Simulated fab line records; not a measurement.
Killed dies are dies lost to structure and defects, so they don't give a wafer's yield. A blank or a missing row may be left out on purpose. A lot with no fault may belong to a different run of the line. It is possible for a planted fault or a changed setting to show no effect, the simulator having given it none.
Split-lot trial -- flow n5 finfet -- 21 wafers read across 7 lots, on a route 1938 steps long

== SPLIT DETAILS ==
At N5_BEOL_M11_EXPOSE_08 (exposes mask M11), the setting dose mj was moved away from the recipe's 53.75 on 8 of the 21 wafers read, by -6.3% to +7.4%. For the rest of the wafers, this setting stayed at what the recipe calls for.

== FROM THE SPLIT TO THE READING: what the file shows between them, 15 steps ==
- N5_BEOL_M11_PEB_09: peb time 60 s
- N5_BEOL_M11_DEVELOP_10: develop time 30 s
- N5_BEOL_M11_CD_MEAS_11: target cd 64.1 nm
- N5_BEOL_M11_DESCUM_16: chemistry O2, time 7.9 s
- N5_BEOL_M11_ETCH_61: etches SiARC in CF4, target depth 39 nm, time 65 s
- N5_BEOL_M11_ETCH_62: etches SOC in N2/H2, target depth 110 nm, overetch 22 nm, time 165 s
- N5_BEOL_M11_STRIP_68: strips in N2/H2
- N5_BEOL_M11_STRIP_67: strips in CF4
- N5_BEOL_M11_HM_OPEN_17: chemistry Cl2/BCl3, target TiN, target depth 20 nm, overetch 6 nm
- N5_BEOL_M11_STRIP_19: strips in O2
- N5_BEOL_M11_CD_MEAS_18: pitch 140 nm, target cd 70 nm
- N5_BEOL_M11_COAT_63: time 60 s, resist thk 100 nm
- N5_BEOL_M11_COAT_64: time 60 s, resist thk 30 nm
- N5_BEOL_M11_PRECLEAN_42: cleans in residue remover, time 60 s
- N5_BEOL_M11_SRD_43: time 30 s

== THE READING ==
At N5_BEOL_M11_CD_MEAS_35: cd nm in nanometres, against a target cd of 70 nm. Fault-free wafers of this fab line usually give 69.9 nm, standard deviation 0.69 nm.

wafer,"tool, chamber at the split",dose mj as run,against the recipe,"cd nm, nm",against lot-mates on the recipe
L080.1,"arfi scanner-01, 0",53.75,recipe,69.7,-
L080.2,"arfi scanner-01, 0",50.35,-6.3%,67.1,-2.6
L080.4,"arfi scanner-01, 0",50.35,-6.3%,66.6,-3.1
L089.1,"arfi scanner-01, 0",53.75,recipe,71.0,-
L089.3,"arfi scanner-01, 0",53.75,recipe,70.8,-
L089.4,"arfi scanner-01, 0",53.75,recipe,70.6,-
L087.1,"arfi scanner-03, 0",57.75,+7.4%,74.0,+4.8
L087.5,"arfi scanner-03, 0",53.75,recipe,69.2,-
L087.6,"arfi scanner-03, 0",57.75,+7.4%,73.7,+4.5
L093.1,"arfi scanner-01, 0",57.2,+6.4%,73.0,+3.4
L093.2,"arfi scanner-01, 0",53.75,recipe,69.6,-
L093.5,"arfi scanner-01, 0",57.2,+6.4%,73.1,+3.5
L091.1,"arfi scanner-01, 0",51.19,-4.8%,67.5,-2.6
L091.3,"arfi scanner-01, 0",53.75,recipe,70.5,-
L091.5,"arfi scanner-01, 0",53.75,recipe,69.7,-
L092.3,"arfi scanner-02, 0",53.75,recipe,69.5,-
L092.4,"arfi scanner-02, 0",53.75,recipe,68.6,-
L092.5,"arfi scanner-02, 0",53.75,recipe,69.8,-
L095.2,"arfi scanner-03, 0",53.75,recipe,70.2,-
L095.3,"arfi scanner-03, 0",57.06,+6.2%,73.5,+3.8
L095.6,"arfi scanner-03, 0",53.75,recipe,69.1,-

FIT RESULTS
A straight line over all 21 wafers: cd nm changes by +0.512 nm for each +1% of dose mj; r = +0.96; the points scatter about the line by 0.59 nm.
The same after taking each lot's own level away (the mean of its wafers on the recipe; 21 wafers): +0.55 nm for each +1%; r = +0.98; scatter 0.41 nm.
According to that fit, moving dose mj by its largest amount changes the reading by 4.1 nm.
From 69.20 to 70.80 nm: that is the span of the lots' own levels, equal to 2.3 times the standard deviation above.
So the lot-to-lot level changes the slope little: the two slopes agree.
Check: +4.09 nm against its lot-mates is what the line predicts for one of the wafers moved furthest among these (+7.4%) when that wafer is left out of the fit. Against them it came out at +4.8 nm.

== OTHER SPLITS ON THESE WAFERS ==
Other splits were also applied to these wafers ahead of the reading. Each is held against what the fit with the lots' levels taken away leaves over:
other split on the same wafers,wafers away from the commonest value,r with cd nm (lot level and that fit taken away)
N5_BEOL_M11_COAT_59 spin rpm,9,-0.09

== THE WHOLE CHAIN: every reading that the file lists as answering this split, in the file's order ==
step,what it does,reading,change (the file's fit),r (the file's)
N5_BEOL_M11_CD_MEAS_11,target cd 64.1 nm,cd nm,+0.601 nm for each +1% of the setting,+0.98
N5_BEOL_M11_ETCH_61,"etches SiARC in CF4, target depth 39 nm, time 65 s","BEOL_M11.cd offset nm (the simulator's own value, which no gauge read)",+0.587 nm for each +1% of the setting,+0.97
N5_BEOL_M11_ETCH_62,"etches SOC in N2/H2, target depth 110 nm, overetch 22 nm, time 165 s","BEOL_M11.cd offset nm (the simulator's own value, which no gauge read)",+0.576 nm for each +1% of the setting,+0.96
N5_BEOL_M11_CD_MEAS_18,"pitch 140 nm, target cd 70 nm",cd nm,+0.603 nm for each +1% of the setting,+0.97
N5_BEOL_M11_CD_MEAS_35,target cd 70 nm,cd nm,+0.564 nm for each +1% of the setting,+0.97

== FILE'S OWN FIT ==
cd nm changes by +0.564 nm for each +1% of dose mj, r = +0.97.
